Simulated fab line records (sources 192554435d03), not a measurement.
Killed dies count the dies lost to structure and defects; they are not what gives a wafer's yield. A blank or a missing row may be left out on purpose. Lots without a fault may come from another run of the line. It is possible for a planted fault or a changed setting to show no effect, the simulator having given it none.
Split-lot trial / flow n5-finfet / 7 lots, 21 wafers read, on a route of 1938 steps

## THE SPLIT ITSELF
At N5_BEOL_M11_COAT_05 (resist thk 90 nm), the setting spin-rpm was moved away from the recipe's 1500 rpm on 7 of the 21 wafers read, by -10.3% to +11.2%. The other wafers ran this setting at the recipe's value.

## FROM THE SPLIT TO THE READING: what the file shows between them, 5 steps
- N5_BEOL_M11_EBR_07
- N5_BEOL_M11_SOFTBAKE_06: time 60 s
- N5_BEOL_M11_EXPOSE_08: exposes mask M11
- N5_BEOL_M11_PEB_09: peb time 60 s
- N5_BEOL_M11_DEVELOP_10: develop time 30 s

## THE READING
CAR-ArF_of_BEOL_M11_COAT_05.thk-nm (the simulator's own value, which no gauge read), in nm, at N5_BEOL_M11_DESCUM_16 (chemistry O2, time 7.9 s). There is no usual value for it anywhere in the file. Average 83.4 nm, standard deviation 0.23 nm, over the 14 wafers here run with the recipe.

wafer=L075.2; tool, chamber at the split=litho-track-04, 0; spin-rpm as run, rpm=1613; against the recipe=+7.5%; CAR-ArF_of_BEOL_M11_COAT_05.thk-nm, nm=80.2; against lot-mates on the recipe=-3.2
wafer=L075.3; tool, chamber at the split=litho-track-04, 0; spin-rpm as run, rpm=1500; against the recipe=recipe; CAR-ArF_of_BEOL_M11_COAT_05.thk-nm, nm=83.4; against lot-mates on the recipe=-
wafer=L075.4; tool, chamber at the split=litho-track-04, 0; spin-rpm as run, rpm=1500; against the recipe=recipe; CAR-ArF_of_BEOL_M11_COAT_05.thk-nm, nm=83.4; against lot-mates on the recipe=-
wafer=L078.1; tool, chamber at the split=litho-track-05, 0; spin-rpm as run, rpm=1500; against the recipe=recipe; CAR-ArF_of_BEOL_M11_COAT_05.thk-nm, nm=83.8; against lot-mates on the recipe=-
wafer=L078.2; tool, chamber at the split=litho-track-05, 0; spin-rpm as run, rpm=1500; against the recipe=recipe; CAR-ArF_of_BEOL_M11_COAT_05.thk-nm, nm=83.6; against lot-mates on the recipe=-
wafer=L078.5; tool, chamber at the split=litho-track-05, 0; spin-rpm as run, rpm=1500; against the recipe=recipe; CAR-ArF_of_BEOL_M11_COAT_05.thk-nm, nm=83.4; against lot-mates on the recipe=-
wafer=L081.3; tool, chamber at the split=litho-track-04, 0; spin-rpm as run, rpm=1345; against the recipe=-10.3%; CAR-ArF_of_BEOL_M11_COAT_05.thk-nm, nm=88.8; against lot-mates on the recipe=+5.0
wafer=L081.6; tool, chamber at the split=litho-track-04, 0; spin-rpm as run, rpm=1345; against the recipe=-10.3%; CAR-ArF_of_BEOL_M11_COAT_05.thk-nm, nm=88.8; against lot-mates on the recipe=+5.0
wafer=L081.5; tool, chamber at the split=litho-track-04, 0; spin-rpm as run, rpm=1500; against the recipe=recipe; CAR-ArF_of_BEOL_M11_COAT_05.thk-nm, nm=83.8; against lot-mates on the recipe=-
wafer=L080.2; tool, chamber at the split=litho-track-05, 0; spin-rpm as run, rpm=1668; against the recipe=+11.2%; CAR-ArF_of_BEOL_M11_COAT_05.thk-nm, nm=78.6; against lot-mates on the recipe=-4.6
wafer=L080.4; tool, chamber at the split=litho-track-05, 0; spin-rpm as run, rpm=1500; against the recipe=recipe; CAR-ArF_of_BEOL_M11_COAT_05.thk-nm, nm=83.2; against lot-mates on the recipe=-
wafer=L080.6; tool, chamber at the split=litho-track-05, 0; spin-rpm as run, rpm=1500; against the recipe=recipe; CAR-ArF_of_BEOL_M11_COAT_05.thk-nm, nm=83.2; against lot-mates on the recipe=-
wafer=L087.3; tool, chamber at the split=litho-track-01, 0; spin-rpm as run, rpm=1500; against the recipe=recipe; CAR-ArF_of_BEOL_M11_COAT_05.thk-nm, nm=83; against lot-mates on the recipe=-
wafer=L087.4; tool, chamber at the split=litho-track-01, 0; spin-rpm as run, rpm=1550; against the recipe=+3.3%; CAR-ArF_of_BEOL_M11_COAT_05.thk-nm, nm=81.2; against lot-mates on the recipe=-1.8
wafer=L087.6; tool, chamber at the split=litho-track-01, 0; spin-rpm as run, rpm=1550; against the recipe=+3.3%; CAR-ArF_of_BEOL_M11_COAT_05.thk-nm, nm=81.4; against lot-mates on the recipe=-1.6
wafer=L093.4; tool, chamber at the split=litho-track-01, 0; spin-rpm as run, rpm=1500; against the recipe=recipe; CAR-ArF_of_BEOL_M11_COAT_05.thk-nm, nm=83.2; against lot-mates on the recipe=-
wafer=L093.6; tool, chamber at the split=litho-track-01, 0; spin-rpm as run, rpm=1500; against the recipe=recipe; CAR-ArF_of_BEOL_M11_COAT_05.thk-nm, nm=83.2; against lot-mates on the recipe=-
wafer=L093.5; tool, chamber at the split=litho-track-01, 0; spin-rpm as run, rpm=1391; against the recipe=-7.3%; CAR-ArF_of_BEOL_M11_COAT_05.thk-nm, nm=87; against lot-mates on the recipe=+3.8
wafer=L096.2; tool, chamber at the split=litho-track-04, 0; spin-rpm as run, rpm=1500; against the recipe=recipe; CAR-ArF_of_BEOL_M11_COAT_05.thk-nm, nm=83.4; against lot-mates on the recipe=-
wafer=L096.5; tool, chamber at the split=litho-track-04, 0; spin-rpm as run, rpm=1500; against the recipe=recipe; CAR-ArF_of_BEOL_M11_COAT_05.thk-nm, nm=83.4; against lot-mates on the recipe=-
wafer=L096.4; tool, chamber at the split=litho-track-04, 0; spin-rpm as run, rpm=1500; against the recipe=recipe; CAR-ArF_of_BEOL_M11_COAT_05.thk-nm, nm=83.6; against lot-mates on the recipe=-

THE FIT
A straight line over all 21 wafers: CAR-ArF_of_BEOL_M11_COAT_05.thk-nm changes by -0.488 nm for each +1% of spin-rpm; r = -0.99; the points scatter about the line by 0.33 nm.
The same after taking each lot's own level away (the mean of its wafers on the recipe; 21 wafers): -0.463 nm for each +1%; r = -1.00; scatter 0.2 nm.
On that fit, the largest move of spin-rpm shifts the reading by 5.2 nm.
From 83.00 to 83.80 nm: that is the span of the lots' own levels, equal to 3.5 times the standard deviation above.
So the lot-to-lot level changes the slope little: the two slopes agree.
Check: for one of the wafers moved furthest among these (+11.2%), held out of the fit, the line's prediction against its lot-mates is -5.35 nm. Against them it came out at -4.6 nm.

## THE WHOLE CHAIN: every reading that the file lists as answering this split, in the file's order
step=N5_BEOL_M11_COAT_05; what it does=resist thk 90 nm; reading=CAR-ArF_of_BEOL_M11_COAT_05.thk-nm (the simulator's own value, which no gauge read); change (the file's fit)=-0.45 nm for each +1% of the setting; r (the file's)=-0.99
step=N5_BEOL_M11_DEVELOP_10; what it does=develop time 30 s; reading=CAR-ArF_of_BEOL_M11_COAT_05.thk-nm (the simulator's own value, which no gauge read); change (the file's fit)=-0.443 nm for each +1% of the setting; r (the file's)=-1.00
step=N5_BEOL_M11_DESCUM_16; what it does=chemistry O2, time 7.9 s; reading=CAR-ArF_of_BEOL_M11_COAT_05.thk-nm (the simulator's own value, which no gauge read); change (the file's fit)=-0.455 nm for each +1% of the setting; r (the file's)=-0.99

## THE FILE'S OWN FIT
CAR-ArF_of_BEOL_M11_COAT_05.thk-nm changes by -0.455 nm for each +1% of spin-rpm, r = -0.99.
